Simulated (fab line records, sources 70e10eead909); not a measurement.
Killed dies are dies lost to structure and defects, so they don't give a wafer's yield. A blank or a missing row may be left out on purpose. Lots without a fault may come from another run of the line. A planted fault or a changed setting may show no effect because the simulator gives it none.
Chamber matching | flow nand_harc | NHARC_A_M0_PRE_CLEAN_31 on pecvd-02: 3 sister chambers
The step time 12 s. 3 wafers are shown with their chamber, then 7 later ones without.

WAFERS WITH THEIR CHAMBER
wafer  | chamber | heater_power_w (W)
L204.4 | 0       | 545
L203.1 | 1       | 570
L203.2 | 2       | 615

WAFERS WITHOUT THEIR CHAMBER
wafer  | heater_power_w (W)
L203.3 | 531
L205.4 | 702
L205.5 | 670
L205.6 | 523
L206.1 | 604
L206.3 | 603
L206.6 | 579

WHICH CHAMBER EACH WENT THROUGH
wafer  | from the rows above          | in truth
L203.3 | can't be placed: 0 or 1 or 2 | 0
L205.4 | can't be placed: 2 or 1 or 0 | 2
L205.5 | can't be placed: 2 or 1 or 0 | 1
L205.6 | can't be placed: 0 or 1 or 2 | 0
L206.1 | can't be placed: 2 or 1 or 0 | 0
L206.3 | can't be placed: 2 or 1 or 0 | 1
L206.6 | can't be placed: 1 or 0 or 2 | 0
Placed correctly: 0 of 7. Can't be placed from these rows: 7 (the true chamber is among the candidates in 7). Placed wrongly: 0.
How it was worked out, from the rows above alone: a wafer's distance from a chamber is the root of the sum, over the readings, of the square of ((its reading less the chamber's mean) divided by the reading's scatter). The wafer belongs to the nearest chamber; if the next one is less than 2 further off, it can't be placed. A chamber's mean is the mean of its shown wafers. The scatter: with one shown wafer a chamber, the root of the mean of the squares of how far each hidden wafer lies from its nearest shown one.
